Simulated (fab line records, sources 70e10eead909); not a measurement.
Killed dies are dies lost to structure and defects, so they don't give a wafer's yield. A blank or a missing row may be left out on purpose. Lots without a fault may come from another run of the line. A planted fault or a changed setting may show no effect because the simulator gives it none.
Problem report in the 8D (eight disciplines) form, filled by code | flow nand_harc | the parts of the form that need people (team, actions taken, sign-off) are left out

1. THE PROBLEM
killed_at_array at NHARC_END_SORT_01 reads a mean of 116 on 9 wafers of 3 lots; wafers without a fault read 28 with a standard deviation of 8.6. That is +10 standard deviations from the usual mean.
First seen on wafer L579.1, day 23 21:09, on prober-01. The record holds 9 wafers of 3 lots with a number at this step. Rule for "out", or "out of limits": more than 4 standard deviations from the usual mean. The other wafers with a number count as sound.

2. WHAT IT IS AND WHAT IT IS NOT
question                    | is                           | is not
which readings at this step | killed_at_array, killed_dies | killed_at_other, killed_at_periphery, killed_open, killed_short
which lots                  | L579, L581, L584             | -
which wafers of those lots  | all that have a number       | -
read on which gauges        | prober-01, prober-02         | -
when                        | from day 23 21:09            | up to then (0 sound wafers)

3. SUSPECTS, AND WHAT RULES EACH OUT
Counting: a tool at a process step up to the reading stays a suspect if it ran every lot that is out and no sound lot after the first of them.
- the gauge at NHARC_END_SORT_01: ruled out. The wafers that are out were read on 2 gauges (prober-01, prober-02).
- rie_diel-12 at NHARC_A_STAIRCASE_ETCH_234 (etches the open film in C4F8/O2, target depth 100 nm, time 40.5 s): kept. It ran every lot that is out, first L581 (day 15 11:14), and no sound lot after that.
Left after counting: rie_diel-12 at NHARC_A_STAIRCASE_ETCH_234.

4. THE CAUSE (what the simulator had put in)
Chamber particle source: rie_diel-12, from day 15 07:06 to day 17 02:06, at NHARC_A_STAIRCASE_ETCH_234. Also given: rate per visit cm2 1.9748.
Counting left only this tool.

5. THE CHAIN OF EFFECTS, in route order
Each row: a reading whose mean over the struck wafers that have a number lies more than 3 standard deviations from the usual. Only readings for which the record gives a usual standard deviation are gone through. hours: the time from each lot's start at the first step in this table that gives one to its start at this step, as a median over the lots. sigmas: the change in usual standard deviations.
hours | step              | reading         | usual | on struck wafers | change | sigmas
0     | NHARC_END_SORT_01 | killed_at_array | 28    | 116              | +88    | +10
0     | NHARC_END_SORT_01 | killed_dies     | 32    | 120              | +88    | +10

6. WHAT WOULD HAVE CAUGHT IT SOONER
In this record the first reading out of limits at a measuring or inspecting step was taken at day 23 21:09, 206 hours after the fault began at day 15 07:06.
Of the tool readings at NHARC_A_STAIRCASE_ETCH_234 for which the record gives a usual standard deviation, none was out on any struck wafer, so an alarm limit of 4 standard deviations on them would not have fired.
All the lots that are out (3) had begun NHARC_A_STAIRCASE_ETCH_234 on rie_diel-12 by day 23 21:09. A hold on the tool at that time would have spared none of them.
